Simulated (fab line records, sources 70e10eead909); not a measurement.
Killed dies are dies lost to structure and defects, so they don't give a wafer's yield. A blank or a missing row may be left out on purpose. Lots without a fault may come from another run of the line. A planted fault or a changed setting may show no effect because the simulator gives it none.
Which tool did it? | flow nand_harc | 12 lots, 36 wafers sampled, at 6 steps of a route of 1302

WHAT THE GAUGES READ, wafer by wafer
NHARC_P_M2_CD_MEAS_09: target cd 170 nm.
lot  | measured     | on        | cd_nm (nm)
L496 | day 6 13:44  | cd_sem-03 | 169.1 170.4 169.9
L498 | day 7 01:30  | cd_sem-03 | 170.5 170.6 170.5
L504 | day 10 00:27 | cd_sem-01 | 185.0 184.7 185.1
L507 | day 10 21:17 | cd_sem-01 | 184.9 183.7 184.2
L510 | day 12 15:16 | cd_sem-01 | 169.2 168.5 169.4
L509 | day 12 16:01 | cd_sem-02 | 169.7 170.9 169.6
L511 | day 13 00:13 | cd_sem-03 | 168.9 169.7 169.9
L513 | day 13 17:58 | cd_sem-02 | 169.6 169.4 170.0
L515 | day 14 08:57 | cd_sem-02 | 170.6 170.9 171.2
L516 | day 14 21:05 | cd_sem-03 | 170.3 170.7 169.3
L517 | day 15 07:32 | cd_sem-03 | 169.4 169.5 170.4
L519 | day 15 23:22 | cd_sem-03 | 170.7 171.2 170.1

NHARC_P_M2_OVL_MEAS_10: pitch 340 nm.
lot  | measured     | on         | overlay_x_nm (nm) | overlay_y_nm (nm)
L496 | day 6 13:49  | overlay-01 | 1.5 1.2 1.0       | -0.9 -1.5 -1.5
L498 | day 7 01:35  | overlay-01 | 0.7 0.4 0.5       | -1.2 -0.3 -1.0
L504 | day 10 00:32 | overlay-01 | -0.5 -0.3 -0.6    | -0.7 -0.9 -0.1
L507 | day 10 21:22 | overlay-01 | 0.1 0.6 0.6       | 0.4 0.4 0.0
L510 | day 12 15:22 | overlay-02 | 0.5 0.3 0.1       | -0.2 -0.2 -0.9
L509 | day 12 16:05 | overlay-02 | -1.7 -1.2 -0.8    | 0.1 -0.2 -0.5
L511 | day 13 00:18 | overlay-02 | 0.0 0.3 -0.2      | 0.1 0.1 -0.3
L513 | day 13 18:03 | overlay-01 | 0.9 0.9 0.6       | 1.9 2.1 2.3
L515 | day 14 09:02 | overlay-02 | -0.4 -0.2 -0.4    | 1.2 1.0 1.5
L516 | day 14 21:10 | overlay-02 | 0.3 0.5 0.2       | -0.4 -0.8 -1.4
L517 | day 15 07:37 | overlay-02 | 0.0 -0.1 0.3      | 0.6 0.8 0.4
L519 | day 15 23:26 | overlay-02 | -0.3 -0.5 -0.3    | -0.5 -0.9 -1.1

NHARC_END_SORT_01.
lot  | measured     | on        | defect_limited_yield (%) | killed_at_array | killed_at_other | killed_at_periphery | killed_dies | killed_open | killed_short
L496 | day 24 06:38 | prober-02 | 93.1 91.6 93.4           | 37 50 36        | 1 0 1           | 9 7 8               | 47 57 45    | 0 6 4       | 1 3 1
L504 | day 28 01:38 | prober-01 | 91.0 91.4 90.7           | 58 51 58        | 2 4 1           | 1 3 4               | 61 58 63    | 2 4 6       | 1 2 1
L507 | day 28 16:09 | prober-01 | 91.7 92.9 92.8           | 46 42 45        | 1 2 2           | 9 4 2               | 56 48 49    | 4 1 6       | 8 3 3
L513 | day 31 12:39 | prober-01 | 91.9 90.7 91.1           | 52 58 52        | 0 1 0           | 3 4 8               | 55 63 60    | 5 4 4       | 0 1 0
L515 | day 32 02:43 | prober-02 | 94.4 93.5 93.5           | 38 38 43        | 0 0 0           | 0 6 1               | 38 44 44    | 3 3 6       | 2 6 6

WHICH TOOL RAN EACH LOT (tool, then ch and the chambers of the sampled wafers, then the start)
lot  | NHARC_P_M1_STRIP_18                | NHARC_P_M2_PEB_07                 | NHARC_P_M2_ETCH_15
L496 | rie_diel-07 ch 2,3, day 6 10:17    | litho_track-04 ch 0, day 6 13:39  | rie_diel-04 ch 0,2,3, day 24 06:38 or earlier
L498 | rie_diel-06 ch 0,1, day 6 22:02    | litho_track-04 ch 0, day 7 01:25  | rie_diel-12 ch 2,3, no start
L504 | rie_diel-06 ch 0,1,2, day 9 20:59  | litho_track-04 ch 0, day 10 00:22 | rie_diel-12 ch 0,1,3, day 28 01:38 or earlier
L507 | rie_diel-07 ch 0,1,3, day 10 17:53 | litho_track-04 ch 0, day 10 21:12 | rie_diel-01 ch 0,2,3, day 28 16:09 or earlier
L510 | rie_diel-07 ch 0,2,3, day 12 11:23 | litho_track-06 ch 0, day 12 15:11 | rie_diel-01 ch 0,2,3, no start
L509 | rie_diel-07 ch 0,2, day 12 12:25   | litho_track-06 ch 0, day 12 15:56 | rie_diel-01 ch 0,2,3, no start
L511 | rie_diel-06 ch 0,1, day 12 20:37   | litho_track-01 ch 0, day 13 00:08 | rie_diel-04 ch 0,2,3, no start
L513 | rie_diel-06 ch 0,3, day 13 14:24   | litho_track-06 ch 0, day 13 17:53 | rie_diel-12 ch 1,2, day 31 12:39 or earlier
L515 | rie_diel-07 ch 0,1,3, day 14 05:13 | litho_track-01 ch 0, day 14 08:52 | rie_diel-01 ch 0,1,3, day 32 02:43 or earlier
L516 | rie_diel-06 ch 2,3, day 14 17:29   | litho_track-04 ch 0, day 14 21:00 | rie_diel-01 ch 1,2, no start
L517 | rie_diel-07 ch 0,1, day 15 03:56   | litho_track-06 ch 0, day 15 07:28 | rie_diel-01 ch 0,1,3, day 15 07:59
L519 | rie_diel-06 ch 1,2, day 15 19:46   | litho_track-04 ch 0, day 15 23:17 | rie_diel-12 ch 1,2,3, no start
- NHARC_P_M1_STRIP_18: strips in N2/H2.
- NHARC_P_M2_PEB_07: peb time 65 s.
- NHARC_P_M2_ETCH_15: etches the open film in C4F8/Ar, target depth 182.5 nm, time 91.2 s.

WHAT THE TOOLS THEMSELVES READ (means of the sampled wafers that have a number; where no wafer has one, the mark that the record gives instead)
NHARC_P_M1_STRIP_18.
lot  | tool        | drypump_motor_current_A (A) | n2_flow_sccm (sccm) | oes_product_au (a.u.) | rf_vpp_V (V) | showerhead_plenum_p_Torr (Torr) | throttle_valve_pct (%)
L496 | rie_diel-07 | 5.1                         | 149.7               | 1.003                 | 91.3         | 2.12                            | 14.168
L498 | rie_diel-06 | 5.9                         | 150.1               | 0.995                 | 90.3         | 2.13                            | 14.167
L504 | rie_diel-06 | 6.1                         | 150.3               | 0.996                 | 90.8         | 2.08                            | 14.164
L507 | rie_diel-07 | 5.5                         | 149.9               | 1.007                 | 91.2         | 2.03                            | 14.161
L510 | rie_diel-07 | 5.3                         | 150.3               | 1.007                 | 90.8         | 2.10                            | 14.170
L509 | rie_diel-07 | 5.1                         | 149.8               | 1.008                 | 90.9         | 2.10                            | 14.167
L511 | rie_diel-06 | 5.9                         | 150.1               | 0.994                 | 91.7         | 2.13                            | 14.167
L513 | rie_diel-06 | 5.8                         | 150.6               | 0.994                 | 90.5         | 2.03                            | 14.174
L515 | rie_diel-07 | 5.5                         | 150.5               | 0.999                 | 90.7         | 2.03                            | 14.169
L516 | rie_diel-06 | 6.3                         | 149.9               | 1.004                 | 91.8         | 2.06                            | 14.172
L517 | rie_diel-07 | 5.4                         | 149.8               | 0.992                 | 90.9         | 2.02                            | 14.173
L519 | rie_diel-06 | 6.4                         | 150.0               | 1.009                 | 91.3         | 2.09                            | 14.168

NHARC_P_M2_PEB_07.
lot  | tool           | heater_power_total_W (W) | plate_temp_C (C)
L496 | litho_track-04 | 156.8                    | 99.92
L498 | litho_track-04 | 156.4                    | 99.92
L504 | litho_track-04 | 166.4                    | 104.61
L507 | litho_track-04 | 166.4                    | 104.67
L510 | litho_track-06 | 156.2                    | 99.70
L509 | litho_track-06 | 157.0                    | 99.88
L511 | litho_track-01 | 156.9                    | 99.95
L513 | litho_track-06 | 157.0                    | 99.96
L515 | litho_track-01 | 157.0                    | 100.10
L516 | litho_track-04 | 156.4                    | 99.97
L517 | litho_track-06 | 156.6                    | 99.89
L519 | litho_track-04 | 156.8                    | 100.11

NHARC_P_M2_ETCH_15.
lot  | tool        | oes_product_au (a.u.) | rf_vpp_V (V)
L496 | rie_diel-04 | 0.924                 | 440.2
L498 | rie_diel-12 | 0.924                 | 438.1
L504 | rie_diel-12 | 0.922                 | 438.6
L507 | rie_diel-01 | 0.932                 | 441.1
L510 | rie_diel-01 | 0.974                 | 441.3
L509 | rie_diel-01 | 0.977                 | 441.0
L511 | rie_diel-04 | 0.928                 | 440.5
L513 | rie_diel-12 | 0.923                 | 437.7
L515 | rie_diel-01 | 0.974                 | 440.6
L516 | rie_diel-01 | 0.965                 | 444.1
L517 | rie_diel-01 | 0.929                 | 441.1
L519 | rie_diel-12 | 0.915                 | 437.6

THE ANSWER, worked out from the rows above alone
Rule: what is usual is taken from the lots themselves. Put in order of their means at a reading, lots are off if they are a third of the lots or fewer, leave a main group of 4 or more, and stand apart from it by a gap of 3 or more times the standard deviation of the main group's means; of several such gaps the widest counts. A main group whose means are all the same, to the digits that the tables above print for the reading, isn't used. A lot without any number at a reading at which 4 lots or more have one is off too. The other lots that the step has rows for count as sound. The gauges are gone through in route order, then the tools' own readings, and for those a lot's mean is taken as printed above. The first step at which some lot is off is used, and at that step the reading that is off furthest; a lot without a number counts as furthest.
Off: L504, L507, at NHARC_P_M2_CD_MEAS_09 (cd_nm). The main group: mean 170.0 nm, standard deviation 0.54.
A tool fits if, at a process step before that reading, it ran every lot that is off, and no sound lot after the first of them. The gauges at NHARC_P_M2_CD_MEAS_09 aren't tried: what is off there is off at NHARC_P_M2_PEB_07 too, on other tools, and a gauge's error can't cause that. None of those tried fits.

WHAT THE SIMULATOR HAD PUT IN
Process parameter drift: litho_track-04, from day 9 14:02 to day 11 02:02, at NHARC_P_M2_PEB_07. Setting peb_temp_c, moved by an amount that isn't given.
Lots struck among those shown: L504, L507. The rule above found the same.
